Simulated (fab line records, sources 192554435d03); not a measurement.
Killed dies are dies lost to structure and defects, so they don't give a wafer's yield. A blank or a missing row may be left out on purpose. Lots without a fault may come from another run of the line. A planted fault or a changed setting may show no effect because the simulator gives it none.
fab line records | flow n5_finfet
record lots=10 wafers=28 last_day=18
route steps=1938 shown BEOL_M0@730 BEOL_M1@751 BEOL_M4@1111 PASSIVATION@1936
lots that met no fault: from a run of the same line without faults
start_h: hours from the record's first day to the start of the lot's first wafer shown | wait_h: hours since the lot's step before | " the same as in the row above | L1.1+2: a row that stands for several wafers | - no value, or no start given | * or withheld: withheld | < > ~ a bound
route shown NAME@n: a module of which the file shows steps, and the number in the route of the first | usual: mean/standard deviation of fault-free wafers | same: alike in all rows | chamber/n: place in a boat | sites: the reading at each site | _std_site: their standard deviation | _edge_site: outer sites' mean less inner sites' | radius_mm: how far each site lies from the wafer's centre | mask NAME#n: copy n | behind: the tool/chamber that last shaped the wafer | hold: why the lot was held/for how many hours/how that ended | device: the transistor (n, p or np) that didn't switch | end of line: the same wafers' tests at the end of the route | a step without rows: its recipe alone | killed: dies lost to structure and defects at the first sort, not the wafer's yield | map: a wafer's dies, x killed, . not, _ none there
set.NAME: the setting as run; set.NAME@STEP: as run at that earlier step | model.NAME: the simulator's own value behind a step, which no gauge read
steps of the route over a sample of lots; a table a step, a row a wafer
services: from which hour (start_h, from the record's first day; less than 0 if before it) a tool's chamber was out of use, for how many hours, and why
## steps
# step N5_BEOL_M0_PRE_CLEAN_113
# recipe gas=H2/He time_s=30 temp_c=250
# usual heater_power_w=370/36
# columns lot.wafer tool chamber start_h wait_h heater_power_w
L765.3 pvd_sputter-02 - 121.94 0.0 403
L765.4 " - " " 295
L765.5 " - " " 365
L766.2 pvd_sputter-03 - 127.60 0.0 330
L766.3 " - " " 326
L766.4 " - " " 400
L769.1 pvd_sputter-02 - 148.05 0.0 367
L769.3 " - " " 365
L769.4 " - " " 406
L772.1 pvd_sputter-03 - 163.77 0.0 364
L772.4 " - " " 371
L772.5 " - " " 322
L773.5 pvd_sputter-01 - 167.18 0.0 369
L773.6 " - " " 341
L775.1 pvd_sputter-01 - 182.37 0.0 344
L775.5 " - " " 358
L779.3 pvd_sputter-01 - 214.58 0.0 337
L779.5 " - " " 343
L779.6 " - " " 404
L781.2 pvd_sputter-01 - 224.37 0.0 371
L781.3 " - " " 412
L781.5 " - " " 407
L783.1 pvd_sputter-01 - 230.29 0.0 352
L783.2 " - " " 335
L783.6 " - " " 345
L786.1 pvd_sputter-03 - 251.28 0.0 374
L786.2 " - " " 335
L786.4 " - " " 330
# step N5_BEOL_M0_CO_CAP_123
# recipe material=Co target_thk_a=20 temp_c=200 precursor=CCTBA/H2 pressure_torr=30 time_s=102.1
# usual heater_power_w=237/28
# columns lot.wafer tool chamber start_h wait_h heater_power_w
L765.3 cvd_co-02 2 124.40 0.1 185
L765.4 " 0 " " 253
L765.5 " 0 " " 252
L766.2 cvd_co-01 2 130.61 0.0 274
L766.3 " 1 " " 225
L766.4 " 1 " " 217
L769.1 cvd_co-01 2 150.89 0.0 274
L769.3 " 1 " " 221
L769.4 " 2 " " 271
L772.1 cvd_co-02 1 167.18 0.0 202
L772.4 " 1 " " 202
L772.5 " 2 " " 186
L773.5 cvd_co-01 2 170.43 0.0 272
L773.6 " 0 " " 242
L775.1 cvd_co-01 0 186.33 0.0 244
L775.5 " 0 " " 247
L779.3 cvd_co-01 1 218.07 0.0 221
L779.5 " 1 " " 227
L779.6 " 2 " " 272
L781.2 cvd_co-01 0 226.25 0.0 242
L781.3 " 1 " " 217
L781.5 " 0 " " 246
L783.1 cvd_co-01 0 232.80 0.0 244
L783.2 " 2 " " 276
L783.6 " 2 " " 270
L786.1 cvd_co-01 2 253.23 0.0 280
L786.2 " 1 " " 221
L786.4 " 2 " " 272
# step N5_BEOL_M0_DEP_125
# recipe material=SiCN target_thk_a=80 temp_c=withheld precursor=3MS/NH3 pressure_torr=3 rf_w=202 time_s=14
# usual showerhead_plenum_p_Torr=3.656/0.011 throttle_valve_pct=8.9/0.56
# columns lot.wafer tool chamber start_h wait_h showerhead_plenum_p_Torr throttle_valve_pct
L765.3 pecvd-03 2 124.52 0.0 3.650 9.1
L765.4 " 2 " " 3.650 9.0
L765.5 " 1 " " 3.668 9.2
L766.2 pecvd-03 0 130.72 0.0 3.667 8.8
L766.3 " 2 " " 3.659 9.3
L766.4 " 1 " " 3.670 9.0
L769.1 pecvd-01 1 151.00 0.0 3.661 9.3
L769.3 " 0 " " 3.655 9.7
L769.4 " 0 " " 3.646 9.5
L772.1 pecvd-04 0 167.31 0.0 3.663 8.8
L772.4 " 0 " " 3.665 8.5
L772.5 " 0 " " 3.664 8.5
L773.5 pecvd-04 2 170.63 0.1 3.637 7.9
L773.6 " 2 " " 3.646 8.2
L775.1 pecvd-04 0 186.45 0.0 3.664 8.2
L775.5 " 1 " " 3.651 8.7
L779.3 pecvd-04 0 218.19 0.0 3.672 8.6
L779.5 " 0 " " 3.661 8.6
L779.6 " 1 " " 3.649 8.2
L781.2 pecvd-01 0 226.37 0.0 3.647 9.6
L781.3 " 2 " " 3.663 9.2
L781.5 " 0 " " 3.645 9.6
L783.1 pecvd-04 2 232.91 0.0 3.646 8.4
L783.2 " 0 " " 3.650 8.6
L783.6 " 0 " " 3.671 8.7
L786.1 pecvd-03 2 253.34 0.0 3.651 8.5
L786.2 " 1 " " 3.664 9.0
L786.4 " 0 " " 3.660 8.9
# step N5_BEOL_M1_ILD_DEP_00
# recipe material=SiOC target_thk_a=790 temp_c=350 precursor=DEMS/O2 pressure_torr=5 rf_w=500 time_s=15.3
# usual heater_power_w=519/58 showerhead_plenum_p_Torr=5.693/0.017 throttle_valve_pct=11.7/0.52
# columns lot.wafer tool chamber start_h wait_h heater_power_w showerhead_plenum_p_Torr throttle_valve_pct
L765.3 pecvd-04 2 124.66 0.1 473 5.668 10.5
L765.4 " 0 " " 528 5.696 11.4
L765.5 " 2 " " 454 5.666 10.8
L766.2 pecvd-03 1 130.85 0.0 562 5.696 12.4
L766.3 " 2 " " 453 5.692 11.8
L766.4 " 2 " " 446 5.691 11.9
L769.1 pecvd-02 1 151.13 0.0 513 5.668 12.5
L769.3 " 2 " " 568 5.680 11.7
L769.4 " 1 " " 514 5.679 12.6
L772.1 pecvd-04 0 167.46 0.0 600 5.705 11.5
L772.4 " 0 " " 604 5.701 11.2
L772.5 " 0 " " 615 5.703 11.3
L773.5 pecvd-02 0 170.78 0.1 481 5.713 12.2
L773.6 " 1 " " 591 5.687 12.4
L775.1 pecvd-03 0 186.58 0.0 489 5.704 11.7
L775.5 " 2 " " 479 5.672 11.9
L779.3 pecvd-04 1 218.32 0.0 430 5.678 11.3
L779.5 " 2 " " 453 5.668 10.9
L779.6 " 0 " " 612 5.708 11.5
L781.2 pecvd-03 1 226.50 0.0 516 5.703 12.1
L781.3 " 0 " " 453 5.711 11.8
L781.5 " 1 " " 535 5.694 12.2
L783.1 pecvd-03 1 233.04 0.0 576 5.720 12.2
L783.2 " 0 " " 463 5.704 11.9
L783.6 " 1 " " 571 5.705 12.3
L786.1 pecvd-02 2 253.47 0.0 640 5.697 11.5
L786.2 " 1 " " 544 5.695 12.4
L786.4 " 0 " " 504 5.720 12.1
# step N5_BEOL_M1_THK_MEAS_01
# recipe reads=SiOC_of_BEOL_M1_ILD_DEP_00
# usual M1_ILD_THK=79.1/1.1
# columns lot.wafer tool chamber start_h wait_h M1_ILD_THK[nm]
L765.3 film_metro-01 - 124.73 0.1 80.2
L765.4 " - " " 78.8
L765.5 " - " " 80.4
L766.2 film_metro-01 - 130.92 0.1 80.2
L766.3 " - " " 76.9
L766.4 " - " " 79.1
L769.1 film_metro-02 - 151.20 0.0 78.4
L769.3 " - " " 77.4
L769.4 " - " " 78.5
L772.1 film_metro-02 - 167.54 0.1 77.6
L772.4 " - " " 79.2
L772.5 " - " " 78.3
L773.5 film_metro-02 - 170.83 0.0 78.3
L773.6 " - " " 79.0
L775.1 film_metro-01 - 186.65 0.0 79.4
L775.5 " - " " 79.7
L779.3 film_metro-02 - 218.38 0.1 78.3
L779.5 " - " " 80.1
L779.6 " - " " 80.7
L781.2 film_metro-01 - 226.58 0.1 78.8
L781.3 " - " " 78.3
L781.5 " - " " 79.9
L783.1 film_metro-01 - 233.11 0.0 80.3
L783.2 " - " " 26.8
L783.6 " - " " 82.2
L786.1 film_metro-02 - 253.54 0.0 77.6
L786.2 " - " " 78.0
L786.4 " - " " 79.1
# step N5_BEOL_M1_THK_MEAS_53
# recipe thk_meas_gauge=xrf reads=Cu_of_BEOL_M1_ECD_50
# usual M1_THK=40.1/1.8
# columns lot.wafer tool chamber start_h wait_h M1_THK[nm]
L765.3 film_metro-01 - 132.22 - 42.7
L765.4 " - " " 38.9
L765.5 " - " " 41.8
L766.2 film_metro-02 - 143.84 - 41.1
L766.3 " - " " 36.9
L766.4 " - " " 38.3
L769.1 film_metro-01 - 160.30 - 37.2
L769.3 " - " " 38.4
L769.4 " - " " 38.9
L772.1 film_metro-01 - 190.56 - 39.4
L772.4 " - " " 40.2
L772.5 " - " " 40.3
L773.5 film_metro-02 - 194.36 - 39.2
L773.6 " - " " 38.4
L775.1 film_metro-02 - 197.58 - 39.6
L775.5 " - " " 39.9
L779.3 film_metro-02 - 226.91 - 43.0
L779.5 " - " " 42.3
L779.6 " - " " 44.4
L781.2 film_metro-02 - 239.97 - 38.0
L781.3 " - " " 37.1
L781.5 " - " " 41.5
L783.1 film_metro-01 - 243.71 - 38.7
L783.2 " - " " -
L783.6 " - " " 41.3
L786.1 film_metro-01 - 277.33 - 40.2
L786.2 " - " " 37.7
L786.4 " - " " 41.5
# step N5_BEOL_M4_RC_MEAS_101
# usual DIBL_N=37.0/2.3 DIBL_P=37.3/2.8 IOFF_N=0.17/0.046 IOFF_P=0.23/0.054 ION_N=675/14 ION_P=460/9.3 SS_N=71.7/0.73 SS_P=73.6/0.95 VT_N=249/3.9 VT_P=-250/3.9
# columns lot.wafer tool chamber start_h wait_h DIBL_N[mV/V] DIBL_P[mV/V] IOFF_N[nA/um] IOFF_P[nA/um] ION_N[uA/um] ION_P[uA/um] SS_N[mV/dec] SS_P[mV/dec] VT_N[mV] VT_P[mV]
L765.3 prober-02 0 170.31 0.3 37.4 37.6 0.19 0.22 677 457 72.1 73.7 250 -249
L765.4 " 0 " " 36.8 37.4 0.17 0.22 667 453 71.1 75.0 249 -251
L765.5 " 0 " " 39.6 40.9 0.25 0.29 688 457 72.2 76.1 245 -248
L766.2 prober-02 0 173.38 0.2 39.7 40.0 0.23 0.29 673 460 72.5 74.6 247 -249
L766.3 " 0 " " 36.8 37.0 0.16 0.21 670 462 71.8 74.2 250 -252
L766.4 " 0 " " 33.8 34.2 0.13 0.18 662 458 71.0 72.5 250 -252
L769.1 prober-01 0 201.22 0.0 36.5 38.2 0.19 0.25 691 469 72.1 73.1 246 -247
L769.3 " 0 " " 34.8 36.0 0.14 0.21 653 455 71.9 71.4 251 -248
L769.4 " 0 " " 40.1 43.2 0.28 0.37 701 483 72.7 74.5 242 -242
L772.1 prober-01 0 221.92 0.0 38.9 41.4 0.20 0.29 679 467 71.3 74.8 248 -246
L772.4 " 0 " " 37.5 38.2 0.16 0.23 682 470 72.1 74.1 249 -250
L772.5 " 0 " " 38.8 40.7 0.21 0.28 691 474 72.2 74.7 248 -246
L773.5 prober-02 0 222.87 0.6 35.7 35.0 0.15 0.23 677 468 71.5 73.0 250 -246
L773.6 " 0 " " 41.2 42.4 0.27 0.37 700 473 73.1 74.4 244 -243
L775.1 prober-01 0 235.41 0.0 37.4 35.9 0.17 0.19 670 458 71.4 73.9 247 -251
L775.5 " 0 " " 37.1 36.5 0.15 0.20 650 450 71.0 72.9 252 -251
L779.3 prober-01 0 275.61 0.3 36.8 37.9 0.16 0.22 677 459 71.4 72.9 249 -250
L779.5 " 0 " " 39.9 41.1 0.19 0.27 679 466 72.4 74.2 248 -249
L779.6 " 0 " " 36.6 36.6 0.16 0.19 673 457 71.0 73.1 248 -252
L781.2 prober-02 0 286.35 0.2 33.5 30.7 0.10 0.13 640 440 71.0 72.3 257 -258
L781.3 " 0 " " 36.2 35.0 0.14 0.18 664 452 71.2 73.1 250 -254
L781.5 " 0 " " 37.3 35.0 0.16 0.18 666 448 72.1 73.3 250 -253
L783.1 prober-02 0 288.93 0.0 36.2 33.2 0.15 0.18 670 456 71.6 72.5 253 -253
L783.6 " 0 " " 35.3 33.1 0.13 0.18 677 466 70.6 73.1 252 -250
L786.1 prober-02 0 319.71 0.0 37.7 38.9 0.19 0.28 670 460 72.9 73.9 249 -247
L786.2 " 0 " " 40.0 40.9 0.24 0.30 696 474 73.1 74.6 244 -245
L786.4 " 0 " " 35.8 37.0 0.15 0.23 677 471 71.6 73.2 250 -248
# step N5_PASSIVATION_PROBE_49
# usual defect_limited_yield=91.5/1.3 killed_at_M0_to_M3=36/10 killed_at_M4_up=13/4.7 killed_at_contacts=13/6.7 killed_at_front_end=37/9.7 killed_at_other=2.6/2.3 killed_dies=101/15 killed_on_rim=14/4.3 killed_open=67/12 killed_short=32/6.7 sort_bin_4_leakage=0.0/0.31 sort_bin_5_function=5.0/0.89 sort_bin_6_memory=3.2/0.63 sort_bin_8_speed=0.01/0.03 sort_n_pass=1079/16 sort_yield_pct=91.4/1.4
# same gross_dies=1180 killed_at_back_side=0
# columns lot.wafer tool chamber start_h wait_h defect_limited_yield[%] killed_at_M0_to_M3 killed_at_M4_up killed_at_contacts killed_at_front_end killed_at_other killed_dies killed_on_rim killed_open killed_short sort_bin_4_leakage[%] sort_bin_5_function[%] sort_bin_6_memory[%] sort_bin_8_speed[%] sort_n_pass sort_yield_pct[%]
L766.2 prober-01 - 274.59 0.1 93.1 25 15 13 28 0 81 7 52 28 0 3.1 3.5 0 1099 93.1
L766.3 prober-01 - 274.64 0.1 92.0 22 15 16 38 3 94 10 60 32 0 4.7 2.7 0 1086 92.0
L766.4 prober-01 - 274.69 0.2 91.8 28 11 21 33 4 97 14 69 28 0 4.4 3.5 0 1083 91.8
L765.3 prober-02 - 285.43 0.1 91.8 57 10 6 23 1 97 11 70 26 0 5.2 3.0 0 1083 91.8
L765.4 prober-02 - 285.48 0.2 89.3 55 22 6 40 3 126 15 71 53 0 6.8 3.6 0 1054 89.3
L765.5 prober-02 - 285.53 0.2 89.3 56 22 8 35 5 126 10 76 47 0.1 6.4 4.1 0 1053 89.2
L769.1 prober-02 - 313.49 0.0 92.6 30 16 11 29 1 87 8 55 31 0 4.3 2.7 0 1093 92.6
L769.3 prober-02 - 313.59 0.1 91.7 45 2 9 39 3 98 14 59 34 0 5.1 3.0 0 1082 91.7
L769.4 prober-02 - 313.64 0.2 91.9 38 9 6 40 3 96 21 53 42 0.3 5.4 2.3 0 1081 91.6
L773.5 prober-02 - 336.02 0.2 91.4 26 13 8 54 1 102 12 70 27 0 3.9 4.0 0 1078 91.4
L773.6 prober-02 - 336.07 0.3 90.8 37 8 18 44 1 108 14 72 36 0 5.5 3.6 0 1072 90.8
L772.1 prober-01 - 343.90 0.0 92.8 34 10 18 23 0 85 9 55 29 0 4.5 2.4 0.08 1095 92.8
L772.4 prober-01 - 344.05 0.2 92.7 36 12 15 21 2 86 9 57 29 0 3.9 2.9 0 1094 92.7
L772.5 prober-01 - 344.10 0.2 90.8 44 13 25 24 2 108 19 76 32 0 5.0 3.8 0 1072 90.8
L775.1 prober-02 - 349.39 0.0 92.1 32 14 13 33 1 93 23 68 21 0 5.7 2.2 0 1087 92.1
L775.5 prober-02 - 349.59 0.2 91.2 32 22 15 35 0 104 14 71 31 0 4.7 3.7 0 1076 91.2
L779.3 prober-01 - 383.21 0.1 88.6 46 27 12 45 4 134 22 88 46 0 6.7 4.3 0 1046 88.6
L779.5 prober-01 - 383.31 0.2 90.7 24 10 26 44 6 110 17 73 34 0 5.5 3.6 0 1070 90.7
L779.6 prober-01 - 383.36 0.3 91.2 30 19 16 31 8 104 15 62 40 0 4.2 4.1 0 1076 91.2
L783.1 prober-02 - 387.00 0.0 92.1 30 20 9 32 2 93 9 60 31 0 4.6 3.0 0 1087 92.1
L783.2 prober-02 - 387.05 0.1 0 1115 7 26 30 2 1180 152 62 36 0 4.8 3.5 0 0 0
L783.6 prober-02 - 387.25 0.3 94.0 27 11 14 16 3 71 13 54 17 0 3.6 2.3 0 1109 94.0
L781.2 prober-02 - 398.03 0.1 91.5 39 12 2 45 2 100 20 64 35 0 5.1 3.0 0.17 1078 91.4
L781.3 prober-02 - 398.08 0.1 91.9 43 6 5 39 3 96 10 70 24 0 5.8 2.3 0 1084 91.9
L781.5 prober-02 - 398.18 0.2 92.8 33 10 13 28 1 85 10 60 25 0 4.2 3.0 0 1095 92.8
L786.1 prober-02 - 439.10 0.0 89.9 31 11 22 49 6 119 14 89 29 0 6.6 3.1 0 1061 89.9
L786.2 prober-02 - 439.15 0.1 89.0 50 9 19 50 2 130 22 93 34 0 6.0 4.7 0 1050 89.0
L786.4 prober-02 - 439.25 0.2 90.3 34 16 25 35 5 115 12 82 30 0 5.4 3.8 0.08 1065 90.3
# killed by level:class
L766.2 MOL_CONTACT_COAG:geometric_particle:open=11 BEOL_M0_SAQP:geometric_particle:short=10 BEOL_M4:geometric_particle:open=7 STI_FIN_REVEAL:geometric_particle:open=6 FIN_SAQP:geometric_particle:short=5 BEOL_M3:geometric_particle:open=4 STARTING-WAFER:geometric_particle:open=4 GATE_CUT:geometric_particle:short=3
L766.3 MOL_CONTACT_COAG:geometric_particle:open=12 FIN_SAQP:geometric_particle:short=10 BEOL_M2:geometric_particle:open=8 STI_FIN_REVEAL:geometric_particle:open=6 BEOL_M4:geometric_particle:open=6 DUMMY_GATE:geometric_particle:open=4 MOL_CONTACT_COAG:geometric_particle:short=4 GATE_CUT:geometric_particle:open=3
L766.4 MOL_CONTACT_COAG:geometric_particle:open=13 STI_FIN_REVEAL:geometric_particle:open=8 MOL_CONTACT_COAG:geometric_particle:short=8 FIN_SAQP:geometric_particle:open=6 BEOL_M2:geometric_particle:open=6 DUMMY_GATE:geometric_particle:open=5 BEOL_M0_SAQP:geometric_particle:open=5 BEOL_M1:geometric_particle:open=5
L765.3 BEOL_M3:geometric_particle:open=24 BEOL_M0_SAQP:geometric_particle:open=13 BEOL_M0_SAQP:geometric_particle:short=12 FIN_SAQP:geometric_particle:open=8 BEOL_M4:geometric_particle:open=6 BEOL_M1:geometric_particle:open=5 MOL_CONTACT_COAG:geometric_particle:open=4 DUMMY_GATE:geometric_particle:open=3
L765.4 FIN_SAQP:geometric_particle:short=14 FIN_SAQP:geometric_particle:open=13 BEOL_M0_SAQP:geometric_particle:short=13 BEOL_M0_SAQP:geometric_particle:open=11 BEOL_M3:geometric_particle:open=11 BEOL_M4:geometric_particle:open=9 MOL_CONTACT_COAG:geometric_particle:open=6 BEOL_M3:geometric_particle:short=6
L765.5 BEOL_M0_SAQP:geometric_particle:short=12 BEOL_M0_SAQP:geometric_particle:open=12 BEOL_M4:geometric_particle:open=11 BEOL_M3:geometric_particle:open=9 BEOL_M1:geometric_particle:short=8 BEOL_M1:geometric_particle:open=8 FIN_SAQP:geometric_particle:short=7 FIN_SAQP:geometric_particle:open=7
L769.1 BEOL_M0_SAQP:geometric_particle:short=16 MOL_CONTACT_COAG:geometric_particle:open=10 BEOL_M0_SAQP:geometric_particle:open=8 BEOL_M4:geometric_particle:open=5 BEOL_M6:geometric_particle:open=4 STI_FIN_REVEAL:geometric_particle:open=4 DUMMY_GATE:geometric_particle:short=4 DUMMY_GATE:geometric_particle:open=4
L769.3 BEOL_M0_SAQP:geometric_particle:open=13 BEOL_M0_SAQP:geometric_particle:short=12 BEOL_M3:geometric_particle:open=10 FIN_SAQP:geometric_particle:short=8 STI_FIN_REVEAL:geometric_particle:open=8 FIN_SAQP:geometric_particle:open=5 DUMMY_GATE:geometric_particle:open=5 MOL_CONTACT_COAG:geometric_particle:short=5
L769.4 BEOL_M0_SAQP:geometric_particle:short=15 BEOL_M0_SAQP:geometric_particle:open=13 STI_FIN_REVEAL:geometric_particle:open=9 DUMMY_GATE:geometric_particle:short=6 DUMMY_GATE:geometric_particle:open=5 MOL_CONTACT_COAG:geometric_particle:open=5 STARTING-WAFER:geometric_particle:open=4 BEOL_M2:geometric_particle:open=3
L773.5 STI_FIN_REVEAL:geometric_particle:open=15 FIN_SAQP:geometric_particle:open=9 FIN_SAQP:geometric_particle:short=8 BEOL_M5:geometric_particle:open=8 MOL_CONTACT_COAG:geometric_particle:open=7 BEOL_M1:geometric_particle:open=6 BEOL_M2:geometric_particle:open=5 STI_FIN_REVEAL:geometric_particle:short=4
L773.6 MOL_CONTACT_COAG:geometric_particle:open=14 STI_FIN_REVEAL:geometric_particle:open=11 BEOL_M0_SAQP:geometric_particle:open=9 BEOL_M1:geometric_particle:open=9 FIN_SAQP:geometric_particle:open=6 FIN_SAQP:geometric_particle:short=5 BEOL_M0_SAQP:geometric_particle:short=5 MOL_CONTACT_COAG:geometric_particle:short=4
L772.1 MOL_CONTACT_COAG:geometric_particle:open=14 BEOL_M0_SAQP:geometric_particle:short=10 BEOL_M0_SAQP:geometric_particle:open=7 BEOL_M3:geometric_particle:open=6 STI_FIN_REVEAL:geometric_particle:open=4 GATE_CUT:geometric_particle:short=4 MOL_CONTACT_COAG:geometric_particle:short=4 BEOL_M0:geometric_particle:open=4
L772.4 MOL_CONTACT_COAG:geometric_particle:open=13 BEOL_M0_SAQP:geometric_particle:open=10 BEOL_M0_SAQP:geometric_particle:short=8 BEOL_M4:geometric_particle:open=7 DUMMY_GATE:geometric_particle:open=5 BEOL_M3:geometric_particle:open=4 BEOL_M1:geometric_particle:open=3 BEOL_M2:geometric_particle:open=3
L772.5 MOL_CONTACT_COAG:geometric_particle:open=22 BEOL_M0_SAQP:geometric_particle:open=13 BEOL_M0_SAQP:geometric_particle:short=11 BEOL_M3:geometric_particle:open=11 DUMMY_GATE:geometric_particle:open=4 STARTING-WAFER:geometric_particle:open=4 FIN_SAQP:geometric_particle:short=3 GATE_CUT:geometric_particle:short=3
L775.1 MOL_CONTACT_COAG:geometric_particle:open=11 STI_FIN_REVEAL:geometric_particle:open=10 BEOL_M0_SAQP:geometric_particle:open=7 BEOL_M1:geometric_particle:open=7 BEOL_M3:geometric_particle:open=6 BEOL_M4:geometric_particle:open=6 STI_FIN_REVEAL:geometric_particle:short=4 DUMMY_GATE:geometric_particle:open=4
L775.5 MOL_CONTACT_COAG:geometric_particle:open=11 BEOL_M1:geometric_particle:open=7 BEOL_M3:geometric_particle:open=7 STI_FIN_REVEAL:geometric_particle:open=6 GATE_CUT:geometric_particle:open=6 BEOL_M4:geometric_particle:open=5 DUMMY_GATE:geometric_particle:open=4 ILD0:geometric_particle:open=4
L779.3 BEOL_M4:geometric_particle:open=16 FIN_SAQP:geometric_particle:open=13 BEOL_M0_SAQP:geometric_particle:short=13 FIN_SAQP:geometric_particle:short=12 BEOL_M0_SAQP:geometric_particle:open=11 MOL_CONTACT_COAG:geometric_particle:open=9 BEOL_M3:geometric_particle:open=7 STI_FIN_REVEAL:geometric_particle:open=5
L779.5 MOL_CONTACT_COAG:geometric_particle:open=20 FIN_SAQP:geometric_particle:short=15 FIN_SAQP:geometric_particle:open=14 BEOL_M3:geometric_particle:open=7 MOL_CONTACT_COAG:geometric_particle:short=6 BEOL_M0_SAQP:geometric_particle:open=6 BEOL_M4:geometric_particle:open=5 STI_FIN_REVEAL:geometric_particle:open=4
L779.6 MOL_CONTACT_COAG:geometric_particle:open=12 BEOL_M4:geometric_particle:open=10 FIN_SAQP:geometric_particle:open=9 FIN_SAQP:geometric_particle:short=8 BEOL_M0:geometric_particle:open=7 BEOL_M0_SAQP:geometric_particle:short=7 BEOL_M0_SAQP:geometric_particle:open=6 BEOL_M4:geometric_particle:short=5
L783.1 BEOL_M4:geometric_particle:open=9 MOL_CONTACT_COAG:geometric_particle:open=8 STI_FIN_REVEAL:geometric_particle:open=6 BEOL_M0_SAQP:geometric_particle:open=6 BEOL_M0_SAQP:geometric_particle:short=6 GATE_CUT:geometric_particle:short=5 BEOL_M2:geometric_particle:open=5 BEOL_M3:geometric_particle:open=4
L783.2 BEOL_M1:area_dep=1081 MOL_CONTACT_COAG:geometric_particle:open=22 BEOL_M0_SAQP:geometric_particle:short=13 STI_FIN_REVEAL:geometric_particle:open=5 GATE_CUT:geometric_particle:short=5 BEOL_M0_SAQP:geometric_particle:open=5 BEOL_M3:geometric_particle:open=5 FIN_SAQP:geometric_particle:short=4
L783.6 BEOL_M2:geometric_particle:open=12 MOL_CONTACT_COAG:geometric_particle:open=10 DUMMY_GATE:geometric_particle:open=4 MOL_CONTACT_COAG:geometric_particle:short=4 BEOL_M1:geometric_particle:open=4 BEOL_M3:geometric_particle:open=4 BEOL_M0_SAQP:geometric_particle:short=3 BEOL_M4:geometric_particle:open=3
L781.2 DUMMY_GATE:geometric_particle:open=8 STI_FIN_REVEAL:geometric_particle:open=7 BEOL_M0_SAQP:geometric_particle:short=7 BEOL_M2:geometric_particle:open=7 GATE_CUT:geometric_particle:short=6 BEOL_M3:geometric_particle:open=6 BEOL_M1:geometric_particle:open=6 FIN_SAQP:geometric_particle:open=5
L781.3 BEOL_M3:geometric_particle:open=13 FIN_SAQP:geometric_particle:open=10 GATE_CUT:geometric_particle:short=9 BEOL_M1:geometric_particle:open=8 DUMMY_GATE:geometric_particle:open=7 MOL_CONTACT_COAG:geometric_particle:open=5 BEOL_M2:geometric_particle:open=5 BEOL_M0:geometric_particle:open=5
L781.5 MOL_CONTACT_COAG:geometric_particle:open=10 BEOL_M2:geometric_particle:open=8 FIN_SAQP:geometric_particle:open=5 FIN_SAQP:geometric_particle:short=5 BEOL_M0_SAQP:geometric_particle:open=5 BEOL_M1:geometric_particle:open=5 DUMMY_GATE:geometric_particle:open=4 GATE_CUT:geometric_particle:short=4
L786.1 MOL_CONTACT_COAG:geometric_particle:open=19 FIN_SAQP:geometric_particle:open=16 BEOL_M1:geometric_particle:open=9 FIN_SAQP:geometric_particle:short=7 STI_FIN_REVEAL:geometric_particle:open=6 GATE_CUT:geometric_particle:short=6 BEOL_M0_SAQP:geometric_particle:open=6 BEOL_M2:geometric_particle:open=5
L786.2 FIN_SAQP:geometric_particle:open=19 BEOL_M1:geometric_particle:open=19 MOL_CONTACT_COAG:geometric_particle:open=16 FIN_SAQP:geometric_particle:short=8 BEOL_M0_SAQP:geometric_particle:open=8 BEOL_M1:geometric_particle:short=8 DUMMY_GATE:geometric_particle:open=6 STI_FIN_REVEAL:geometric_particle:open=5
L786.4 MOL_CONTACT_COAG:geometric_particle:open=19 STI_FIN_REVEAL:geometric_particle:open=9 BEOL_M0_SAQP:geometric_particle:open=7 BEOL_M0_SAQP:geometric_particle:short=7 MOL_CONTACT_COAG:geometric_particle:short=6 BEOL_M2:geometric_particle:open=6 BEOL_M5:geometric_particle:open=6 FIN_SAQP:geometric_particle:open=4
## services
# columns tool chamber start_h hours kind
pecvd-04 2 114.14 6.6 repair
pecvd-03 - 117.39 2.8 pm
pecvd-04 1 117.86 6.8 repair
cvd_co-02 - 127.45 28.1 pm
pvd_sputter-03 - 155.67 1.6 repair
pecvd-03 - 157.33 1.4 repair
pecvd-03 0 162.20 - calibration
pecvd-03 2 162.86 5.5 scheduled_down
cvd_co-02 - 165.03 1.7 repair
pecvd-04 1 166.93 6.9 repair
pecvd-01 - 167.43 0.9 repair
pecvd-04 0 168.48 16.4 repair
pecvd-01 2 172.20 22.9 repair
pvd_sputter-01 - 176.49 2.6 repair
pecvd-04 2 195.91 3.0 repair
cvd_co-02 - 198.82 0.5 repair
pecvd-04 - 201.22 6.0 pm
pecvd-03 2 202.43 - clean
pecvd-04 - 207.59 1.6 repair
cvd_co-02 - 212.88 6.9 pm
cvd_co-01 1 222.85 2.7 repair
pvd_sputter-01 - 234.69 2.1 repair
pecvd-03 1 235.50 1.9 repair
cvd_co-01 - 242.52 2.8 pm
## key
first_sign step=N5_BEOL_M1_THK_MEAS_01 reading=M1_ILD_THK direction=down sigmas=46 usual=79.1 struck=26.8
effect step=N5_BEOL_M1_THK_MEAS_53 reading=M1_THK direction=missing
effect step=N5_PASSIVATION_PROBE_49 reading=killed_at_M0_to_M3 direction=up sigmas=99+ usual=36 struck=1115
more_kills_born_at N5_BEOL_M1_ILD_DEP_00@pecvd-03=1081
met_at N5_BEOL_M1_ILD_DEP_00
struck_lots L783
struck_wafers L783.2
later_rows_left_out L783.2
not_acting_at N5_BEOL_M0_PRE_CLEAN_113,N5_BEOL_M0_CO_CAP_123,N5_BEOL_M0_DEP_125
onset_between 226.50 233.04
fault kind=process_parameter_drift tool=pecvd-03 chamber=0 onset_h=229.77 steps=N5_BEOL_M1_ILD_DEP_00 channel=time_s offset=* shape=step end_h=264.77 acts_in=* stated=*
# later_rows_left_out: the simulator's readings of these wafers behind a module that went badly wrong aren't trusted and aren't shown, but for the sort
